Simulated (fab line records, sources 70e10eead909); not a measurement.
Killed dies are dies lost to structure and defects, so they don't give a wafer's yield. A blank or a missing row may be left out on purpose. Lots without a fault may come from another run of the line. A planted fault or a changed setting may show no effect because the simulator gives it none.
A struck lot beside a sound one | flow nand_harc | 14 steps out of a route of 1302
Sound: wafers L248.1, L248.2, L248.6. Struck: wafers L249.1, L249.3. The cause comes at the end.
At each step with rows: each side's tool, then ch and its chambers, then its first start. Under that, the readings that differ: sound wafers | struck wafers | difference of the means | sigmas: that difference in standard deviations of wafers without a fault.
alike: readings whose means differ by less than 2 such deviations, and words and numbers that are the same on both sides. not compared: withheld readings, readings that some wafer has no value for, bounds like >300 that may hide the same value, and numbers for which the record gives no deviation and whose values overlap.
The two part at a step that has a row with sigmas, a row that says differs or no value, or rows on one side only. Numbers that don't overlap but have no deviation are shown without sigmas and don't part them. A reading that every wafer of one side lacks parts them only if that side has two wafers or more.

NHARC_A_WL_FILL_CVD_03: deposits W, target thk 40 nm, time 279 s.
  sound on cvd_w-02 ch 0,1, day 25 01:16; struck on cvd_w-01 ch 0,1, day 26 11:47
  alike: heater_power_w, throttle_valve_pct
NHARC_A_WL_FILL_ETCHBACK_04: etches the open film in NF3, target depth 60 nm, time 120 s.
  sound on rie_metal-03 ch 0,1, day 25 01:38; struck on rie_metal-03 ch 0,1, day 26 12:10
  alike: drypump_motor_current_A, he_backside_leak_sccm, oes_product_au, run_length_s
  not compared: rf_hours_counter_h
NHARC_A_WL_FILL_ETCHBACK_05: etches the open film in Cl2/BCl3, target depth 22 nm, time 60 s.
  sound on rie_metal-03 ch 0,1, day 25 01:53; struck on rie_metal-03 ch 0, day 26 12:25
  alike: drypump_motor_current_A, he_backside_leak_sccm, oes_product_au, run_length_s
  not compared: rf_hours_counter_h
NHARC_A_WL_FILL_STRIP_27: strips in N2/H2, time 20 s.
  sound on plasma_asher-01 ch 0,1, day 25 02:01; struck on plasma_asher-01 ch 1, day 26 12:32
  alike: drypump_motor_current_A, heater_power_w
  not compared: rf_hours_counter_h
then, 5 steps without rows for these wafers: NHARC_A_WL_FILL_STRIP_28 (strips in post etch residue remover, time 1200 s); NHARC_A_WL_FILL_PRECLEAN_06 (cleans in DIW, time 300 s); NHARC_A_WL_FILL_SRD_07; NHARC_A_WL_FILL_ANNEAL_08 (time 1800 s); NHARC_A_WL_FILL_ALD_10 (deposits SiO2, target thk 50 nm, pulse time 10 s, ald cycles 500).
NHARC_A_WL_FILL_ETCHBACK_16: etches the open film in C4F8/O2/Ar, target depth 120 nm, time 24 s.
  sound on rie_diel-04 ch 1,2,3; struck on rie_diel-04 ch 0,2
  alike: oes_product_au, rf_vpp_V, run_length_s
  not compared: rf_hours_counter_h
then, 1 step without rows for these wafers: NHARC_A_WL_FILL_STRIP_29 (strips in O2, time 20 s).
NHARC_A_WL_FILL_ETCHBACK_17: etches the open film in Cl2/BCl3, target depth 4 nm, time 26.7 s.
  sound on rie_metal-01 ch 0,1, day 25 11:36; struck on rie_metal-03 ch 1, day 27 01:24
  reading          | sound             | struck      | difference | sigmas
  run_length_s (s) | 48.05 48.53 48.66 | 45.50 45.91 | -2.71      | -9
  alike: drypump_motor_current_A, he_backside_leak_sccm, oes_product_au
  not compared: rf_hours_counter_h
then, 2 steps without rows for these wafers: NHARC_A_WL_FILL_PRECLEAN_18 (cleans in dHF, time 30 s); NHARC_END_SORT_01.

WHERE THEY PART
Only at NHARC_A_WL_FILL_ETCHBACK_17, within this record.

WHY: what the simulator had put in
Process parameter drift: rie_metal-03, from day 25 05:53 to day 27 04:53, at NHARC_A_WL_FILL_ETCHBACK_17. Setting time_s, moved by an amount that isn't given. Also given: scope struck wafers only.
